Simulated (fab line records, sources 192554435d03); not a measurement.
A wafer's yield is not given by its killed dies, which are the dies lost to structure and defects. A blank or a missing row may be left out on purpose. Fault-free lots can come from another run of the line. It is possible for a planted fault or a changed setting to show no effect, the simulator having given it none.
Struck lot and sound lot, side by side / flow n5Finfet / 41 steps out of a route of 1938
Sound: the wafers L660.1, L660.5, L660.6. Struck: wafer L671.5 (L671.1, L671.3, from the same lot, were not struck and are left out); the cause is given at the end.
For every step that has rows: the tool of each side, followed by ch and its chambers, followed by its first start. Under that, the readings that differ: sound wafers / struck wafers / difference of the means / sigmas: that difference in standard deviations of wafers without a fault.
alike: same words and numbers on both sides, and readings whose means sit less than 2 such deviations apart. not compared: any withheld reading, any reading some wafer has no value for, any bound like >300 that may hide the same value, and any number with overlapping values for which the record gives no deviation.
Wherever a step has rows on one side only, a row that says differs or no value, or a row with sigmas, the two part there. Numbers that don't overlap but have no deviation are shown without sigmas and don't part them. A reading that every wafer of one side lacks parts them only if that side has two wafers or more.

first, 12 steps without rows for these wafers: N5_SD_EPI_N_STRIP_36 (strips in N2/H2); N5_SD_EPI_N_ETCHBACK_44 (etches SiNx in CH3F/O2, stops on SiO2, target depth 14.5 nm); N5_SD_EPI_N_ETCH_45 (etches SiOCN in CH3F/O2, target depth 6 nm); N5_SD_EPI_N_ETCH_16 (etches SiO2 in CHF3/O2, target depth 5 nm); N5_SD_EPI_N_STRIP_47 (strips in CHF3/O2); N5_SD_EPI_N_SD_RECESS_17 (chemistry HBr/Cl2/O2, target depth 41 nm, time 23.7 s, bt time 3 s); N5_SD_EPI_N_STRIP_38 (strips in N2/H2); N5_SD_EPI_N_WET_ETCH_43 (etches SiO2 in dHF, time 14 s, target depth 1.5 nm); N5_SD_EPI_N_STRIP_18 (strips in SPM, time 750 s); N5_SD_EPI_N_SRD_20 (time 30 s); N5_SD_EPI_N_PRECLEAN_48 (cleans in NF3:NH3, afs cycles 2, time 20 s, sublimation time 60 s); N5_SD_EPI_N_VAPOR_ETCH_50 (etches Si in HCl, time 54 s).
N5_SD_EPI_N_EPI_21: deposits Si:P, time 690 s.
  sound on epiRpcvd-01 ch 0, day 4 10:39; struck on epiRpcvd-01 ch 0, day 7 03:35
reading=epiGrowthTimeS (s); sound=690 690 690; struck=672.37; difference=-17.63; sigmas=
  alike: chamberPressureTorr
then, 24 steps without rows for these wafers: N5_SD_EPI_N_PRECLEAN_24 (cleans in O3/DIW, time 60 s); N5_SD_EPI_N_SRD_25 (time 30 s); N5_SD_EPI_N_PRECLEAN_49 (cleans in NF3:NH3, afs cycles 1, time 20 s, sublimation time 60 s); N5_SD_EPI_N_LINER_46 (material SiNx, target thk 3 nm); N5_SD_EPI_P_COAT_34 (time 60 s, resist thk 350 nm); N5_SD_EPI_P_COAT_35 (time 60 s, resist thk 35 nm); N5_SD_EPI_P_COAT_03 (resist thk 150 nm); N5_SD_EPI_P_EBR_05; N5_SD_EPI_P_SOFTBAKE_04 (time 60 s); N5_SD_EPI_P_EXPOSE_06 (exposes mask SD P BLK, target cd 240 nm); N5_SD_EPI_P_PEB_07 (peb time 60 s); N5_SD_EPI_P_DEVELOP_08 (develop time 30 s); N5_SD_EPI_P_DESCUM_14 (chemistry O2, time 7.9 s); N5_SD_EPI_P_ETCH_36 (etches SiARC in CF4, target depth 45.5 nm, time 75.8 s); N5_SD_EPI_P_ETCH_37 (etches SOC in N2/H2, overetch 108 nm, time 486 s); N5_SD_EPI_P_STRIP_38 (strips in N2/H2); N5_SD_EPI_P_ETCHBACK_46 (etches SiNx in CH3F/O2, stops on SiO2, target depth 17.5 nm); N5_SD_EPI_P_ETCH_47 (etches SiOCN in CH3F/O2, target depth 25 nm); N5_SD_EPI_P_ETCH_16 (etches SiO2 in CHF3/O2, target depth 5 nm); N5_SD_EPI_P_STRIP_50 (strips in CHF3/O2); N5_SD_EPI_P_SD_RECESS_17 (chemistry HBr/Cl2/O2, target depth 39.1 nm, bt time 3 s); N5_SD_EPI_P_WET_ETCH_45 (etches SiO2 in dHF, time 10.7 s, target depth 2 nm, rinse time 30 s); N5_SD_EPI_P_STRIP_40 (strips in N2/H2); N5_SD_EPI_P_PRECLEAN_52 (cleans in O3/DIW, time 60 s).
N5_SD_EPI_P_PRECLEAN_24: cleans in O3/DIW, time 45 s.
  sound on wetBench-03 ch 0,2,3, day 4 17:04; struck on wetBench-03 ch 3, day 7 10:46
reading=model.Si-P_of_SD_EPI_N_EPI_21.thkNm (nm); sound=59.2 58.4 59; struck=57.8; difference=-1.1; sigmas=
N5_MOL_CONTACT_COAG_ETCH_15: etches SiNx in CH3F/O2, stops on Si:P, target depth 7 nm.
  sound on rieDiel-05 ch 0,3, day 5 23:14; struck on rieDiel-05 ch 3, day 8 15:51
reading=model.Si-P_of_SD_EPI_N_EPI_21.thkNm (nm); sound=59.2 58.4 59; struck=57.8; difference=-1.1; sigmas=
  alike: CH3F_flow_sccm, drypumpMotorCurrentA, oesProductAu, rfVppV, showerheadPlenumPTorr, throttleValvePct
  not compared: rfHoursCounterH
-- the record jumps here: 3 days lie between the struck wafers' starts before and after (it left off in module MOL_CONTACT_COAG and takes up again in module BEOL_M4, whose first step shown is number 1111 of the route) --
N5_BEOL_M4_RC_MEAS_101:
  sound on prober-01 ch 0, day 10 15:33; struck on prober-01 ch 0, day 12 03:11
reading=ION_N (uA/um); sound=687 682 686; struck=652; difference=-33; sigmas=-3
reading=SS_P (mV/dec); sound=74.1 74.7 74.3; struck=71.9; difference=-2.5; sigmas=-4
  alike: DIBL_N, DIBL_P, IOFF_N, IOFF_P, ION_P, SS_N, VT_N, VT_P
N5_PASSIVATION_PROBE_49:
  the record holds rows for the sound wafers here (prober-01, day 15 01:35) but none for the struck ones

## WHERE THEY PART
At N5_BEOL_M4_RC_MEAS_101 first; at N5_PASSIVATION_PROBE_49 last (within this record only).

WHY: what the simulator had put in
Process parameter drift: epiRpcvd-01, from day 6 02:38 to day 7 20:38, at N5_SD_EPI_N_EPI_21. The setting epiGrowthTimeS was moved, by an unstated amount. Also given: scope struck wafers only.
